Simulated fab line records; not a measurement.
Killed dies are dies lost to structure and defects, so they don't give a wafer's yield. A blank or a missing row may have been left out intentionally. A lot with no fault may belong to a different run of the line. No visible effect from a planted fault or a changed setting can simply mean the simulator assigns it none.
One fault through the eyes of 2 desks / flow n5_finfet / every desk sees just its own numbers, and what lay behind them comes last

## THE TOOL OWNER'S DESK: rie_diel-01
The tool's own readings at N5_MOL_CONTACT_COAG_ETCH_91 (etches SOC in N2/H2, target depth 60 nm, overetch 21 nm, time 101.2 s): means of the sampled wafers that have a number, for each lot that ran on this tool. Any lot whose mean is over 4 standard deviations away from the usual mean is out of limits and marked OUT; that distance is given in the brackets.
Columns: A = drypump_motor_current_A at N5_MOL_CONTACT_COAG_ETCH_91, usual 5.7 A; B = oes_product_au at N5_MOL_CONTACT_COAG_ETCH_91, usual 0.69 a.u.; C = rf_fwd_power_W at N5_MOL_CONTACT_COAG_ETCH_91, usual 835 W; D = rf_vpp_V at N5_MOL_CONTACT_COAG_ETCH_91, usual 523.4 V; E = showerhead_plenum_p_Torr at N5_MOL_CONTACT_COAG_ETCH_91, usual 2.52 Torr; F = throttle_valve_pct at N5_MOL_CONTACT_COAG_ETCH_91, usual 17.78 %
lot=L382; first seen here=day 6 23:58; A=5.8; B=0.72; C=837; D=522.8; E=2.50; F=17.74
lot=L385; first seen here=day 7 22:44; A=6.5; B=0.80; C=1036 (+65) OUT; D=485.7 (-16) OUT; E=2.50; F=17.78
lot=L388; first seen here=day 8 19:13; A=6.3; B=0.73; C=1038 (+65) OUT; D=487.2 (-15) OUT; E=2.51; F=17.75
lot=L390; first seen here=day 9 00:22; A=6.3; B=0.76; C=1038 (+65) OUT; D=486.0 (-16) OUT; E=2.49; F=17.76
This desk's finding: out of limits on L385, L388, L390; first on L385, day 7 22:44 (rf_fwd_power_W at N5_MOL_CONTACT_COAG_ETCH_91). L382 stayed within limits.

## FROM THE METROLOGY DESK
Lot by lot, what the gauges showed, no matter which tool ran the lot: averages of those sampled wafers that carry a number. Any lot whose mean is over 4 standard deviations away from the usual mean is out of limits and marked OUT; that distance is given in the brackets. 7 of its 10 readings are shown, namely those furthest out on some lot.
Columns: A = DIBL_N at N5_BEOL_M4_RC_MEAS_101, usual 36.2 mV/V; B = DIBL_P at N5_BEOL_M4_RC_MEAS_101, usual 36.1 mV/V; C = IOFF_N at N5_BEOL_M4_RC_MEAS_101, usual 0.16 nA/um; D = IOFF_P at N5_BEOL_M4_RC_MEAS_101, usual 0.22 nA/um; E = ION_P at N5_BEOL_M4_RC_MEAS_101, usual 463 uA/um; F = VT_N at N5_BEOL_M4_RC_MEAS_101, usual 250 mV; G = VT_P at N5_BEOL_M4_RC_MEAS_101, usual -250 mV
lot=L382; first seen here=day 9 21:36; A=34.8; B=35.1; C=0.15; D=0.18; E=453; F=251; G=-256
lot=L385; first seen here=day 10 18:32; A=35.7; B=36.5; C=0.17; D=0.22; E=465; F=248; G=-250
lot=L388; first seen here=day 11 13:32; A=36.0; B=37.5; C=0.17; D=0.22; E=465; F=248; G=-249
lot=L390; first seen here=day 12 06:32; A=38.1; B=38.7; C=0.21; D=0.26; E=463; F=245; G=-246
lot=L396; first seen here=day 13 06:49; A=35.4; B=34.7; C=0.14; D=0.19; E=461; F=253; G=-249
This desk's finding: nothing out of limits on any of the 5 lots.

## PUT TOGETHER
At day 7 22:44, on L385, L388, L390, the tool owner's desk was in a position to raise an alarm.
From the metrology desk's view, nothing was out of limits.
The metrology desk holds a record of L385, L388, L390, inside its limits.
The lots listed all ran N5_MOL_CONTACT_COAG_ETCH_91 on rie_diel-01.

## WHAT THE SIMULATOR HAD INSERTED
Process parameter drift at N5_MOL_CONTACT_COAG_ETCH_91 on rie_diel-01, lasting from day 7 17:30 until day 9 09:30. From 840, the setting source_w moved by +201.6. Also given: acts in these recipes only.
Lots struck among those shown: L385, L388, L390.
Delay in hours, fault start to first out-of-limits reading, by desk: the tool owner's desk at 5.
